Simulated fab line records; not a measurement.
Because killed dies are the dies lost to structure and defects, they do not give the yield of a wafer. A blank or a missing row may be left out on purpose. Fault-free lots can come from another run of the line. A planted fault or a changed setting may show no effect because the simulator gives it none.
fab line records -- flow nandHarc
[record] lots = 13, wafers = 39, lastDay = 33
route steps=1302 shown P_ZERO_WELL@26 P_STI@90
lots that met no fault: taken from a fault-free run of the same line
startH: hours from the record's first day to the start of the lot's first wafer shown -- waitH: hours since the lot's step before -- " repeats the value in the row above -- L1.1+2: a row that stands for several wafers -- - no value, or no start was given -- * or withheld: withheld -- < > ~ a bound
route shown NAME@n: a module of which the file shows steps, and the number in the route of the first -- usual: average and standard deviation across the fault-free wafers -- same: alike in all rows -- chamber/n: place in a boat -- sites: readings site by site -- _std_site: standard deviation across them -- _edge_site: the outer-site mean with the inner-site mean subtracted -- radiusMm: for every site, how far away it sits from the centre of the wafer -- mask NAME#n: copy n -- behind: tool/chamber where the wafer was last shaped -- hold: the reason the lot was held/the length of the hold in hours/how it ended -- device: names the non-switching transistor (n, p or np) -- end of line: at the end of the route, the tests of the same wafers -- where a step has no rows: the recipe by itself -- killed: count of dies lost to structure and defects at first sort (not the wafer's yield) -- map: the dies of a wafer, with x for killed, . for not killed, _ for no die there
set.NAME: the setting that was run; set.NAME@STEP: the one run at that earlier step -- model.NAME: the simulator's own value behind a step, which no gauge read
route steps across a sampled set of lots; one table per step, one row per wafer
services: when a tool's chamber went out of use (startH, in hours from the record's first day, below 0 if earlier), for how many hours, and the reason
[[steps]]
[step NHARC_P_ZERO_WELL_EXPOSE_21]
[recipe] na = 0.6, targetCdNm = 720, doseMj = 22.31, maskId = P_NWELL
[usual] reticleTempC = 23.00/0.1
lot.wafer,tool,chamber,startH,waitH,mask,reticleTempC
L999.1,krfScanner-04,0,22.29,-,P_NWELL#0,23.05
L999.2,krfScanner-04,0,22.29,-,P_NWELL#0,22.94
L999.4,krfScanner-04,0,22.29,-,P_NWELL#0,23.01
L103.2,krfScanner-02,0,62.31,-,P_NWELL#0,23.04
L103.3,krfScanner-02,0,62.31,-,P_NWELL#0,23.15
L103.4,krfScanner-02,0,62.31,-,P_NWELL#0,23.09
L104.3,krfScanner-02,0,72.18,-,P_NWELL#0,23.19
L104.5,krfScanner-02,0,72.18,-,P_NWELL#0,23.07
L104.6,krfScanner-02,0,72.18,-,P_NWELL#0,23.07
L106.3,krfScanner-02,0,92.32,-,P_NWELL#0,23.06
L106.4,krfScanner-02,0,92.32,-,P_NWELL#0,23.07
L106.5,krfScanner-02,0,92.32,-,P_NWELL#0,23.03
L107.1,krfScanner-02,0,102.46,-,P_NWELL#0,22.97
L107.2,krfScanner-02,0,102.46,-,P_NWELL#0,22.85
L107.6,krfScanner-02,0,102.46,-,P_NWELL#0,23.15
L108.1,krfScanner-04,0,112.29,-,P_NWELL#0,23.12
L108.4,krfScanner-04,0,112.29,-,P_NWELL#0,23.21
L108.5,krfScanner-04,0,112.29,-,P_NWELL#0,23.14
L110.1,krfScanner-02,0,132.31,-,P_NWELL#0,23.07
L110.3,krfScanner-02,0,132.31,-,P_NWELL#0,23.00
L110.6,krfScanner-02,0,132.31,-,P_NWELL#0,22.96
L111.2,krfScanner-02,0,142.18,-,P_NWELL#0,22.95
L111.3,krfScanner-02,0,142.18,-,P_NWELL#0,23.01
L111.4,krfScanner-02,0,142.18,-,P_NWELL#0,22.96
L112.2,krfScanner-02,0,152.32,-,P_NWELL#0,23.01
L112.3,krfScanner-02,0,152.32,-,P_NWELL#0,23.14
L112.6,krfScanner-02,0,152.32,-,P_NWELL#0,23.04
L113.3,krfScanner-04,0,162.53,-,P_HVPW#0,22.93
L113.4,krfScanner-04,0,162.53,-,P_HVPW#0,23.02
L113.6,krfScanner-04,0,162.53,-,P_HVPW#0,23.05
L114.3,krfScanner-01,0,172.59,-,P_NWELL#0,22.97
L114.5,krfScanner-01,0,172.59,-,P_NWELL#0,22.88
L114.6,krfScanner-01,0,172.59,-,P_NWELL#0,23.11
L117.3,krfScanner-01,0,202.35,-,P_NWELL#0,23.00
L117.4,krfScanner-01,0,202.35,-,P_NWELL#0,22.95
L117.5,krfScanner-01,0,202.35,-,P_NWELL#0,23.18
L122.2,krfScanner-02,0,252.18,-,P_NWELL#0,22.85
L122.3,krfScanner-02,0,252.18,-,P_NWELL#0,22.91
L122.4,krfScanner-02,0,252.18,-,P_NWELL#0,22.88
[step NHARC_P_ZERO_WELL_CD_MEAS_24]
[recipe] targetCdNm = 720, landingEnergyEv = 500
[usual] cdNm = 720.2/2
lot.wafer,tool,chamber,startH,waitH,cdNm
L999.1,cdSem-01,0,22.45,-,718.4
L999.2,cdSem-01,0,22.45,-,719.0
L999.4,cdSem-01,0,22.45,-,716.4
L103.2,cdSem-03,0,62.47,-,719.0
L103.3,cdSem-03,0,62.47,-,718.0
L103.4,cdSem-03,0,62.47,-,718.8
L104.3,cdSem-03,0,72.33,-,717.6
L104.5,cdSem-03,0,72.33,-,716.7
L104.6,cdSem-03,0,72.33,-,720.3
L106.3,cdSem-02,0,92.47,-,721.3
L106.4,cdSem-02,0,92.47,-,720.7
L106.5,cdSem-02,0,92.47,-,720.2
L107.1,cdSem-02,0,102.61,-,723.4
L107.2,cdSem-02,0,102.61,-,720.8
L107.6,cdSem-02,0,102.61,-,724.3
L108.1,cdSem-01,0,112.45,-,721.1
L108.4,cdSem-01,0,112.45,-,723.1
L108.5,cdSem-01,0,112.45,-,722.0
L110.1,cdSem-02,0,132.47,-,717.8
L110.3,cdSem-02,0,132.47,-,722.9
L110.6,cdSem-02,0,132.47,-,719.5
L111.2,cdSem-02,0,142.33,-,716.2
L111.3,cdSem-02,0,142.33,-,722.2
L111.4,cdSem-02,0,142.33,-,720.6
L112.2,cdSem-03,0,152.48,-,723.4
L112.3,cdSem-03,0,152.48,-,722.9
L112.6,cdSem-03,0,152.48,-,719.7
L113.3,cdSem-02,0,162.69,-,-
L113.4,cdSem-02,0,162.69,-,-
L113.6,cdSem-02,0,162.69,-,-
L114.3,cdSem-01,0,172.74,-,719.5
L114.5,cdSem-01,0,172.74,-,718.5
L114.6,cdSem-01,0,172.74,-,719.5
L117.3,cdSem-03,0,202.51,-,717.4
L117.4,cdSem-03,0,202.51,-,718.1
L117.5,cdSem-03,0,202.51,-,721.4
L122.2,cdSem-03,0,252.33,-,719.3
L122.3,cdSem-03,0,252.33,-,716.9
L122.4,cdSem-03,0,252.33,-,719.0
[step NHARC_P_ZERO_WELL_DESCUM_26]
[recipe] timeS = 3, o2FlowSccm = 200, arFlowSccm = 0, biasPowerW = 0, chemistry = O2
[usual] drypumpMotorCurrentA = 5.9/0.31, oesProductAu = 0.998/0.011, rfVppV = 57.8/0.85, showerheadPlenumPTorr = 1.92/0.085, throttleValvePct = 11.311/0.0094
[same] biasPowerW = 0
lot.wafer,tool,chamber,startH,waitH,drypumpMotorCurrentA,oesProductAu,rfHoursCounterH,rfVppV,showerheadPlenumPTorr,throttleValvePct
L999.4,rieDiel-13,2,22.62,-,6.2,1.004,8,57.5,1.87,11.313
L999.2,rieDiel-13,3,22.62,-,6.6,0.990,9,55.8,1.98,11.317
L999.1,rieDiel-13,0,22.62,-,5.4,0.988,9,58.0,1.90,11.301
L103.2,rieDiel-13,1,62.64,-,5.6,1.001,22,58.7,1.95,11.320
L103.3,rieDiel-13,2,62.64,-,6.2,1.001,25,58.3,1.86,11.316
L103.4,rieDiel-13,3,62.64,-,6.5,0.992,28,56.2,1.98,11.303
L104.3,rieDiel-03,0,72.52,-,5.9,1.013,27,57.2,1.93,11.311
L104.5,rieDiel-03,1,72.52,-,5.9,0.972,-,58.5,2.07,11.318
L104.6,rieDiel-03,2,72.52,-,6.1,1.007,-,57.2,1.81,11.306
L106.3,rieDiel-03,1,92.63,-,5.9,0.975,33,57.7,2.07,11.305
L106.4,rieDiel-03,3,92.63,-,5.8,0.981,33,58.3,2.00,11.312
L106.5,rieDiel-03,1,92.63,-,5.9,0.975,-,59.6,2.07,11.322
L107.1,rieDiel-02,3,102.77,-,5.7,1.008,18,57.6,1.87,11.307
L107.2,rieDiel-02,0,102.77,-,5.6,0.981,18,57.4,1.86,11.304
L107.6,rieDiel-02,3,102.77,-,5.6,1.016,-,57.3,1.87,11.297
L108.4,rieDiel-02,3,112.61,-,5.7,1.000,22,57.2,1.87,11.330
L108.1,rieDiel-02,2,112.61,-,5.6,0.978,22,58.0,1.82,11.321
L108.5,rieDiel-02,3,112.61,-,5.7,1.014,-,56.1,1.87,11.307
L110.3,rieDiel-02,2,132.67,-,5.5,0.987,26,55.1,1.82,11.307
L110.1,rieDiel-02,0,132.67,-,5.6,0.990,25,58.0,1.85,11.298
L110.6,rieDiel-02,2,132.67,-,5.6,0.981,-,56.7,1.82,11.299
L111.3,rieDiel-02,1,142.51,-,6.1,1.003,29,59.2,2.07,11.313
L111.2,rieDiel-02,2,142.51,-,5.5,0.994,29,57.5,1.82,11.317
L111.4,rieDiel-02,3,142.51,-,5.7,1.010,27,58.2,1.87,11.319
L112.2,rieDiel-02,3,152.65,-,5.7,1.001,29,56.5,1.87,11.313
L112.3,rieDiel-02,0,152.65,-,5.6,0.995,31,57.0,1.85,11.312
L112.6,rieDiel-02,3,152.65,-,5.7,1.012,-,57.6,1.87,11.315
L113.3,rieDiel-13,1,162.84,-,5.6,0.981,53,59.0,1.94,11.295
L113.4,rieDiel-13,0,162.84,-,5.4,0.980,57,58.5,1.89,11.327
L113.6,rieDiel-13,2,162.84,-,6.2,1.006,-,57.9,1.85,11.298
L114.3,rieDiel-02,2,172.96,-,5.6,1.010,39,57.3,1.82,11.307
L114.5,rieDiel-02,1,172.96,-,6.1,1.002,-,58.4,2.06,11.319
L114.6,rieDiel-02,2,172.96,-,5.6,0.994,-,57.0,1.82,11.318
L117.4,rieDiel-03,3,202.66,-,5.8,1.007,13,58.4,1.99,11.297
L117.3,rieDiel-03,0,202.66,-,5.9,1.018,12,58.2,1.92,11.315
L117.5,rieDiel-03,3,202.66,-,5.8,1.016,-,57.9,1.99,11.292
L122.2,rieDiel-02,0,252.49,-,5.6,0.987,8,58.1,1.84,11.313
L122.4,rieDiel-02,1,252.49,-,6.1,0.997,8,58.3,2.06,11.303
L122.3,rieDiel-02,3,252.49,-,5.6,1.001,6,57.5,1.86,11.305
[step NHARC_P_ZERO_WELL_CD_MEAS_52]
[recipe] targetCdNm = 2000, landingEnergyEv = 500
[usual] cdNm = 2000.7/2.5
lot.wafer,tool,chamber,startH,waitH,cdNm
L999.1,cdSem-02,0,25.73,-,1996.5
L999.2,cdSem-02,0,25.73,-,2001.5
L999.4,cdSem-02,0,25.73,-,1996.5
L103.2,cdSem-01,0,65.67,-,2004.4
L103.3,cdSem-01,0,65.67,-,1999.4
L103.4,cdSem-01,0,65.67,-,2001.6
L104.3,cdSem-03,0,75.70,-,1999.4
L104.5,cdSem-03,0,75.70,-,2002.5
L104.6,cdSem-03,0,75.70,-,1999.3
L106.3,cdSem-01,0,95.52,-,2002.5
L106.4,cdSem-01,0,95.52,-,2005.9
L106.5,cdSem-01,0,95.52,-,2003.3
L107.1,cdSem-03,0,105.75,-,2001.9
L107.2,cdSem-03,0,105.75,-,2001.6
L107.6,cdSem-03,0,105.75,-,2003.2
L108.1,cdSem-01,0,115.61,-,2000.0
L108.4,cdSem-01,0,115.61,-,2003.2
L108.5,cdSem-01,0,115.61,-,2003.3
L110.1,cdSem-03,0,135.66,-,2003.4
L110.3,cdSem-03,0,135.66,-,1999.6
L110.6,cdSem-03,0,135.66,-,1997.7
L111.2,cdSem-01,0,145.48,-,1999.8
L111.3,cdSem-01,0,145.48,-,1999.1
L111.4,cdSem-01,0,145.48,-,2002.1
L112.2,cdSem-01,0,155.51,-,2000.8
L112.3,cdSem-01,0,155.51,-,1999.1
L112.6,cdSem-01,0,155.51,-,2000.2
L113.3,cdSem-03,0,166.32,-,2002.8
L113.4,cdSem-03,0,166.32,-,2004.8
L113.6,cdSem-03,0,166.32,-,2005.6
L114.3,cdSem-02,0,176.06,-,2002.7
L114.5,cdSem-02,0,176.06,-,2002.1
L114.6,cdSem-02,0,176.06,-,2004.6
L117.3,cdSem-02,0,205.55,-,2005.3
L117.4,cdSem-02,0,205.55,-,2004.6
L117.5,cdSem-02,0,205.55,-,1999.5
L122.2,cdSem-03,0,255.52,-,1998.0
L122.3,cdSem-03,0,255.52,-,2000.3
L122.4,cdSem-03,0,255.52,-,1999.2
[step NHARC_P_STI_ETCH_15]
[recipe] targetDepthA = 3000, taperDeg = 4, timeS = 100.1, hbrFlowSccm = 150, cl2FlowSccm = 50, rfW = 400, icpW = 400, biasW = 100, chemistry = HBr/Cl2
[usual] drypumpMotorCurrentA = 5.8/0.47, oesProductAu = 0.999/0.012, throttleValvePct = 26.406/0.0095
lot.wafer,tool,chamber,startH,waitH,drypumpMotorCurrentA,oesProductAu,rfHoursCounterH,throttleValvePct
L999.2,rieSi-05,0,45.24,-,5.9,0.998,0.5,26.397
L999.4,rieSi-05,1,45.24,-,5.6,1.010,0.5,26.424
L999.1,rieSi-05,2,45.24,-,5.0,0.988,0.6,26.415
L103.4,rieSi-05,0,84.42,-,5.9,1.002,0.8,26.428
L103.2,rieSi-05,1,84.42,-,5.6,1.009,0.8,26.398
L103.3,rieSi-05,3,84.42,-,6.7,1.016,0.8,26.387
L104.3,rieSi-01,2,95.65,-,6.3,0.994,0.3,26.411
L104.6,rieSi-01,0,95.65,-,5.7,1.015,-,26.414
L104.5,rieSi-01,1,95.65,-,6.0,0.990,-,26.404
L106.3,rieSi-05,2,114.37,-,5.0,0.987,1.0,26.414
L106.4,rieSi-05,3,114.37,-,6.7,0.987,-,26.403
L106.5,rieSi-05,1,114.37,-,5.6,0.994,-,26.414
L107.1,rieSi-02,2,125.61,-,5.7,0.967,0.1,26.404
L107.2,rieSi-02,0,125.61,-,5.7,1.005,0.1,26.409
L107.6,rieSi-02,1,125.61,-,5.5,0.994,-,26.410
L108.1,rieSi-02,1,133.22,-,5.5,1.002,0.2,26.413
L108.4,rieSi-02,0,133.22,-,5.7,1.011,0.2,26.393
L108.5,rieSi-02,1,133.22,-,5.5,1.002,-,26.406
L110.3,rieSi-01,3,156.19,-,6.1,1.021,0.7,26.423
L110.1,rieSi-01,0,156.19,-,5.8,0.997,0.7,26.417
L110.6,rieSi-01,0,156.19,-,5.8,0.993,-,26.412
L111.3,rieSi-01,2,165.61,-,6.3,0.988,0.8,26.392
L111.2,rieSi-01,3,165.61,-,6.1,1.013,0.8,26.414
L111.4,rieSi-01,0,165.61,-,5.8,0.996,0.8,26.422
L112.3,rieSi-02,2,174.27,-,5.8,0.979,0.5,26.396
L112.2,rieSi-02,1,174.27,-,5.5,1.013,0.5,26.414
L112.6,rieSi-02,3,174.27,-,5.1,1.000,-,26.405
L114.3,rieSi-05,0,194.74,-,6.0,0.987,0.4,26.409
L114.6,rieSi-05,3,194.74,-,6.7,1.013,-,26.404
L114.5,rieSi-05,0,194.74,-,5.9,0.998,-,26.398
L117.3,rieSi-02,1,225.66,-,5.5,0.987,0.8,26.432
L117.4,rieSi-02,2,225.66,-,5.8,0.980,0.9,26.398
L117.5,rieSi-02,3,225.66,-,5.1,0.996,-,26.398
L122.3,rieSi-02,1,274.05,-,5.5,0.995,1.2,26.406
L122.2,rieSi-02,2,274.05,-,5.7,0.992,1.3,26.412
L122.4,rieSi-02,1,274.05,-,5.5,0.994,-,26.426
[[services]]
tool,chamber,startH,hours,kind
krfScanner-02,-,13.00,0.6,repair
rieDiel-02,-,25.77,0.3,repair
rieDiel-02,-,26.46,0.1,repair
rieDiel-02,1,30.51,18.0,repair
rieDiel-02,-,39.81,9.0,pm
rieDiel-02,1,86.64,2.2,repair
rieSi-02,3,89.96,9.5,repair
rieSi-02,2,91.12,3.2,repair
krfScanner-02,-,94.00,4.0,pm
rieSi-02,-,100.06,9.0,pm
rieSi-05,0,111.09,5.7,repair
krfScanner-02,-,115.66,1.3,repair
rieSi-05,-,128.00,9.0,pm
rieDiel-02,3,137.90,3.8,repair
rieDiel-02,3,142.98,4.2,repair
rieSi-02,3,161.77,7.6,repair
rieDiel-02,1,204.14,16.0,repair
rieDiel-02,-,216.81,9.0,pm
rieSi-05,2,238.40,3.0,repair
rieSi-05,3,254.61,10.6,repair
rieSi-02,0,265.69,4.5,repair
krfScanner-02,-,266.00,4.0,pm
rieSi-05,2,267.15,5.6,repair
rieSi-02,0,273.88,3.4,repair
[[key]]
[firstSign] step = NHARC_P_ZERO_WELL_EXPOSE_21, reading = mask, direction = changed
[effect] step = NHARC_P_ZERO_WELL_CD_MEAS_24, reading = cdNm, direction = missing
metAt NHARC_P_ZERO_WELL_EXPOSE_21
struckLots L113
laterRowsLeftOut L113.3,L113.4,L113.6
sortLeftOut L113.3,L113.4,L113.6
testerLeftOut L113
notActingAt NHARC_P_ZERO_WELL_DESCUM_26,NHARC_P_ZERO_WELL_CD_MEAS_52,NHARC_P_STI_ETCH_15
onsetBetween 112.29 162.53
[fault] kind = wrongMask, tool = any, chamber = -, onsetH = 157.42, steps = NHARC_P_ZERO_WELL_EXPOSE_21, auxCopy = P_HVPW#0, scope = struckLotsOnly
// testerLeftOut: of these lots the tester's yield and bins aren't shown, on N5 and GAA mostly nor the transistor test; their killed dies are dies lost to structure and defects alone, not to doping, threshold or leakage, so they don't give the yield
// sortLeftOut: the simulated sort isn't trusted on such a fault, so these wafers' sort isn't shown, and their yield isn't known
// laterRowsLeftOut: the simulator's readings of these wafers behind a module that went badly wrong aren't trusted and aren't shown, but for the sort
